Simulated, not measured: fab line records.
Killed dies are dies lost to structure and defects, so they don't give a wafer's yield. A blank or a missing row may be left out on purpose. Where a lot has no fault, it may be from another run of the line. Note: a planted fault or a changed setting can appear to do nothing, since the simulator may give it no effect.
What tool caused it? :: flow nand-harc :: 39 wafers from 13 lots sampled at 5 of the route's 1302 steps

## WHAT THE GAUGES SHOWED, per wafer
NHARC_A_DECK1_JOINT_THK_MEAS_14: measures by ellipsometry. Usual: 50.6 nm for thk-nm, sd 1.3.
lot: L856
measured: day 11 15:51
on: film-metro-02
thk-nm (nm): 48.9 50.7 51.7
flag: 

lot: L857
measured: day 12 02:08
on: film-metro-02
thk-nm (nm): 51.1 47.8 51.6
flag: 

lot: L859
measured: day 12 05:50
on: film-metro-02
thk-nm (nm): 52.7 51.7 53.5
flag: 

lot: L858
measured: day 12 05:50
on: film-metro-01
thk-nm (nm): 50.8 50.2 51.3
flag: 

lot: L860
measured: day 13 04:23
on: film-metro-02
thk-nm (nm): 52.1 51.6 50.9
flag: 

lot: L861
measured: day 13 18:23
on: film-metro-01
thk-nm (nm): 49.7 51.1 51.4
flag: 

lot: L863
measured: day 14 13:12
on: film-metro-02
thk-nm (nm): 49.4 49.6 50.3
flag: 

lot: L862
measured: day 14 17:06
on: film-metro-02
thk-nm (nm): 51.8 50.6 51.8
flag: 

lot: L864
measured: day 14 22:38
on: film-metro-01
thk-nm (nm): 50.2 49.5 50.6
flag: 

lot: L866
measured: day 15 12:20
on: film-metro-01
thk-nm (nm): 48.7 49.5 50.2
flag: 

lot: L874
measured: day 18 21:30
on: film-metro-02
thk-nm (nm): 49.3 49.3 47.5
flag: 

lot: L877
measured: day 20 13:53
on: film-metro-02
thk-nm (nm): 51.4 52.1 50.8
flag: 

lot: L879
measured: day 20 23:47
on: film-metro-01
thk-nm (nm): 50.4 49.3 50.3
flag: 

NHARC_END_SORT_01. Usual: killed-at-array 58, standard deviation 17; killed-at-other 1.0, standard deviation 1.4; killed-at-periphery 3.6, standard deviation 2.4; killed-dies 62, standard deviation 17; killed-open 3.4, standard deviation 2; killed-short 2.2, standard deviation 1.6.
lot: L877
measured: day 33 07:47
on: prober-01
killed-at-array: 38 501 485
killed-at-other: 3 4 3
killed-at-periphery: 3 1 1
killed-dies: 44 506 489
killed-open: 3 1 1
killed-short: 1 1 0
flag: OFF

## WHICH TOOL RAN EACH LOT (tool, then ch and the chambers of the sampled wafers, then the start)
lot: L856
NHARC_A_CHANNEL_FILL_D1_CMP_10: cmp-04 ch 0,2, day 11 05:01
NHARC_A_DECK1_JOINT_CMP_13: cmp-03 ch 1,3, day 11 15:36
NHARC_A_DECK1_JOINT_CMP_02: cmp-03 ch 0,3, day 12 13:49

lot: L857
NHARC_A_CHANNEL_FILL_D1_CMP_10: cmp-02 ch 1,2,3, day 11 11:17
NHARC_A_DECK1_JOINT_CMP_13: cmp-03 ch 0,1, day 12 01:53
NHARC_A_DECK1_JOINT_CMP_02: cmp-02 ch 1,2,3, day 12 23:59

lot: L859
NHARC_A_CHANNEL_FILL_D1_CMP_10: cmp-02 ch 0,2, day 11 19:01
NHARC_A_DECK1_JOINT_CMP_13: cmp-04 ch 0,1,2, day 12 05:36
NHARC_A_DECK1_JOINT_CMP_02: cmp-02 ch 1,2, day 13 06:26

lot: L858
NHARC_A_CHANNEL_FILL_D1_CMP_10: cmp-04 ch 0,2,3, day 11 19:04
NHARC_A_DECK1_JOINT_CMP_13: cmp-02 ch 0,1,2, day 12 05:35
NHARC_A_DECK1_JOINT_CMP_02: cmp-04 ch 0,2,3, day 13 06:24

lot: L860
NHARC_A_CHANNEL_FILL_D1_CMP_10: cmp-02 ch 0,1,2, day 12 17:37
NHARC_A_DECK1_JOINT_CMP_13: cmp-04 ch 0,1,3, day 13 04:11
NHARC_A_DECK1_JOINT_CMP_02: cmp-03 ch 0,1,3, day 14 09:20

lot: L861
NHARC_A_CHANNEL_FILL_D1_CMP_10: cmp-02 ch 1,3, day 13 07:23
NHARC_A_DECK1_JOINT_CMP_13: cmp-03 ch 0,2,3, day 13 18:09
NHARC_A_DECK1_JOINT_CMP_02: cmp-02 ch 1,3, day 14 17:44

lot: L863
NHARC_A_CHANNEL_FILL_D1_CMP_10: cmp-01 ch 1,2,3, day 14 02:22
NHARC_A_DECK1_JOINT_CMP_13: cmp-02 ch 1,2, day 14 12:56
NHARC_A_DECK1_JOINT_CMP_02: cmp-04 ch 0,3, day 15 15:14

lot: L862
NHARC_A_CHANNEL_FILL_D1_CMP_10: cmp-02 ch 2,3, day 14 05:57
NHARC_A_DECK1_JOINT_CMP_13: cmp-04 ch 0,1,2, day 14 16:53
NHARC_A_DECK1_JOINT_CMP_02: cmp-03 ch 2,3, day 15 15:12

lot: L864
NHARC_A_CHANNEL_FILL_D1_CMP_10: cmp-02 ch 0,1, day 14 11:46
NHARC_A_DECK1_JOINT_CMP_13: cmp-02 ch 0,3, day 14 22:24
NHARC_A_DECK1_JOINT_CMP_02: cmp-02 ch 0,1,2, day 16 00:57

lot: L866
NHARC_A_CHANNEL_FILL_D1_CMP_10: cmp-02 ch 0,1,2, day 15 01:12
NHARC_A_DECK1_JOINT_CMP_13: cmp-02 ch 1,2,3, day 15 12:08
NHARC_A_DECK1_JOINT_CMP_02: cmp-04 ch 0,3, day 16 07:07

lot: L874
NHARC_A_CHANNEL_FILL_D1_CMP_10: cmp-04 ch 0,2,3, day 18 10:42
NHARC_A_DECK1_JOINT_CMP_13: cmp-03 ch 0,2,3, day 18 21:14
NHARC_A_DECK1_JOINT_CMP_02: cmp-02 ch 0,1,3, day 19 18:20

lot: L877
NHARC_A_CHANNEL_FILL_D1_CMP_10: cmp-04 ch 0,2, day 20 02:55
NHARC_A_DECK1_JOINT_CMP_13: cmp-04 ch 1,2, day 20 13:38
NHARC_A_DECK1_JOINT_CMP_02: cmp-04 ch 0,1,2, day 21 10:48

lot: L879
NHARC_A_CHANNEL_FILL_D1_CMP_10: cmp-01 ch 0,1,3, day 20 12:46
NHARC_A_DECK1_JOINT_CMP_13: cmp-02 ch 0,2,3, day 20 23:31
NHARC_A_DECK1_JOINT_CMP_02: cmp-03 ch 0,2,3, day 22 00:19
- NHARC_A_CHANNEL_FILL_D1_CMP_10: polishes, target thk 150 nm.
- NHARC_A_DECK1_JOINT_CMP_13: polishes, target thk 51.023 nm.
- NHARC_A_DECK1_JOINT_CMP_02: polishes SiOx.

## WHAT THE TOOLS THEMSELVES READ (means of the sampled wafers that have a number; where no wafer has one, the mark that the record gives instead)
NHARC_A_CHANNEL_FILL_D1_CMP_10. Usual: motor-current-A 11.3 A, standard deviation 1.2; time-to-endpoint-s 15.0 s, standard deviation 2.2.
lot: L856
tool: cmp-04
motor-current-A (A): 10.7
time-to-endpoint-s (s): 15.2
flag: 

lot: L857
tool: cmp-02
motor-current-A (A): 11.4
time-to-endpoint-s (s): 13.4
flag: 

lot: L859
tool: cmp-02
motor-current-A (A): 11.7
time-to-endpoint-s (s): 13.5
flag: 

lot: L858
tool: cmp-04
motor-current-A (A): 10.8
time-to-endpoint-s (s): 15.7
flag: 

lot: L860
tool: cmp-02
motor-current-A (A): 11.8
time-to-endpoint-s (s): 16.4
flag: 

lot: L861
tool: cmp-02
motor-current-A (A): 11.4
time-to-endpoint-s (s): 13.9
flag: 

lot: L863
tool: cmp-01
motor-current-A (A): 12.1
time-to-endpoint-s (s): 15.0
flag: 

lot: L862
tool: cmp-02
motor-current-A (A): 10.3
time-to-endpoint-s (s): 12.7
flag: 

lot: L864
tool: cmp-02
motor-current-A (A): 12.0
time-to-endpoint-s (s): 15.3
flag: 

lot: L866
tool: cmp-02
motor-current-A (A): 12.1
time-to-endpoint-s (s): 13.3
flag: 

lot: L874
tool: cmp-04
motor-current-A (A): 10.8
time-to-endpoint-s (s): 14.9
flag: 

lot: L877
tool: cmp-04
motor-current-A (A): 11.5
time-to-endpoint-s (s): 16.5
flag: 

lot: L879
tool: cmp-01
motor-current-A (A): 12.3
time-to-endpoint-s (s): 16.7
flag: 

NHARC_A_DECK1_JOINT_CMP_13. Usual: motor-current-A 11.6 A, standard deviation 1.1; time-to-endpoint-s 9.5 s, standard deviation 2.3.
lot: L856
tool: cmp-03
motor-current-A (A): 12.2
time-to-endpoint-s (s): 9.6
flag: 

lot: L857
tool: cmp-03
motor-current-A (A): 12.6
time-to-endpoint-s (s): 12.5
flag: 

lot: L859
tool: cmp-04
motor-current-A (A): 11.0
time-to-endpoint-s (s): 11.8
flag: 

lot: L858
tool: cmp-02
motor-current-A (A): 11.9
time-to-endpoint-s (s): 6.8
flag: 

lot: L860
tool: cmp-04
motor-current-A (A): 11.2
time-to-endpoint-s (s): 11.4
flag: 

lot: L861
tool: cmp-03
motor-current-A (A): 12.6
time-to-endpoint-s (s): 9.5
flag: 

lot: L863
tool: cmp-02
motor-current-A (A): 12.7
time-to-endpoint-s (s): 8.7
flag: 

lot: L862
tool: cmp-04
motor-current-A (A): 11.2
time-to-endpoint-s (s): 10.2
flag: 

lot: L864
tool: cmp-02
motor-current-A (A): 11.4
time-to-endpoint-s (s): 8.4
flag: 

lot: L866
tool: cmp-02
motor-current-A (A): 11.5
time-to-endpoint-s (s): 9.4
flag: 

lot: L874
tool: cmp-03
motor-current-A (A): 12.7
time-to-endpoint-s (s): 11.5
flag: 

lot: L877
tool: cmp-04
motor-current-A (A): 10.3
time-to-endpoint-s (s): 8.7
flag: 

lot: L879
tool: cmp-02
motor-current-A (A): 11.2
time-to-endpoint-s (s): 6.6
flag: 

NHARC_A_DECK1_JOINT_CMP_02. Usual: 11.7 A for motor-current-A, sd 1.2.
lot: L856
tool: cmp-03
motor-current-A (A): 12.9
flag: 

lot: L857
tool: cmp-02
motor-current-A (A): 11.1
flag: 

lot: L859
tool: cmp-02
motor-current-A (A): 12.5
flag: 

lot: L858
tool: cmp-04
motor-current-A (A): 10.4
flag: 

lot: L860
tool: cmp-03
motor-current-A (A): 12.1
flag: 

lot: L861
tool: cmp-02
motor-current-A (A): 10.6
flag: 

lot: L863
tool: cmp-04
motor-current-A (A): 10.7
flag: 

lot: L862
tool: cmp-03
motor-current-A (A): 12.2
flag: 

lot: L864
tool: cmp-02
motor-current-A (A): 11.9
flag: 

lot: L866
tool: cmp-04
motor-current-A (A): 10.7
flag: 

lot: L874
tool: cmp-02
motor-current-A (A): 11.2
flag: 

lot: L877
tool: cmp-04
motor-current-A (A): 11.5
flag: 

lot: L879
tool: cmp-03
motor-current-A (A): 12.4
flag: 

## THE ANSWER, worked out from the rows above alone
Rule: take the mean of a lot's wafers that have a number; if it is more than 3 standard deviations from the usual mean, the lot is off. Also off: a lot with no number at a reading for which 4 or more lots have one. The other lots that the step has rows for count as sound. Order of review: gauges by route order, followed by the tools' own readings, for which a lot's mean as printed above is used. The first step at which some lot is off is used, and at that step the reading that is off furthest; a lot without a number counts as furthest.
Off: L877 (NHARC_END_SORT_01, killed-dies). Neither off nor sound, because the step has no rows for them: L856, L857, L859, L858, L860, L861, L863, L862, L864, L866, L874, L879.
If a tool, at a process step before that reading, ran all the lots that are off and no sound lot after the first of them, it fits. Gauges at NHARC_END_SORT_01: tried the same way as those tools. This does not decide it: 2 tools fit, namely cmp-04 at NHARC_A_CHANNEL_FILL_D1_CMP_10 and NHARC_A_DECK1_JOINT_CMP_13 and NHARC_A_DECK1_JOINT_CMP_02 and prober-01 at NHARC_END_SORT_01.

## WHAT THE SIMULATOR HAD INSERTED
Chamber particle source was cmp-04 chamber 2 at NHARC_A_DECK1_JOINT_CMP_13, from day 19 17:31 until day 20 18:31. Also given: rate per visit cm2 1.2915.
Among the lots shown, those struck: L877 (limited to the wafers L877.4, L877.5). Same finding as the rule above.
